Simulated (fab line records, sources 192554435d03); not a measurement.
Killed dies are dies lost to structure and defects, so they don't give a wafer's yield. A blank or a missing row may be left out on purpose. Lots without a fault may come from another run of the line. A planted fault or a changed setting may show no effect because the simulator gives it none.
Chamber matching | flow n5_finfet | N5_HKMG_FIN_ALD_36 on ald_metal-03: 4 sister chambers
The step deposits TiN, target thk 1 nm, pulse time 1 s, purge time 3 s. 4 wafers are shown with their chamber, then 11 later ones without.

WAFERS WITH THEIR CHAMBER
wafer  | chamber | heater_power_w (W)
L082.5 | 2       | 1065
L083.1 | 1       | 859
L088.1 | 0       | 754
L093.1 | 3       | 638

WAFERS WITHOUT THEIR CHAMBER
wafer  | heater_power_w (W)
L093.2 | 751
L093.6 | 1062
L094.1 | 738
L094.2 | 1069
L094.3 | 867
L094.4 | 646
L094.5 | 1059
L094.6 | 855
L095.2 | 729
L095.3 | 657
L095.6 | 770

WHICH CHAMBER EACH WENT THROUGH
wafer  | from the rows above | in truth
L093.2 | 0                   | 0
L093.6 | 2                   | 2
L094.1 | 0                   | 0
L094.2 | 2                   | 2
L094.3 | 1                   | 1
L094.4 | 3                   | 3
L094.5 | 2                   | 2
L094.6 | 1                   | 1
L095.2 | 0                   | 0
L095.3 | 3                   | 3
L095.6 | 0                   | 0
Placed correctly: 11 of 11. Can't be placed from these rows: 0. Placed wrongly: 0.
How it was worked out, from the rows above alone: a wafer's distance from a chamber is the root of the sum, over the readings, of the square of ((its reading less the chamber's mean) divided by the reading's scatter). The wafer belongs to the nearest chamber; if the next one is less than 2 further off, it can't be placed. A chamber's mean is the mean of its shown wafers. The scatter: with one shown wafer a chamber, the root of the mean of the squares of how far each hidden wafer lies from its nearest shown one.
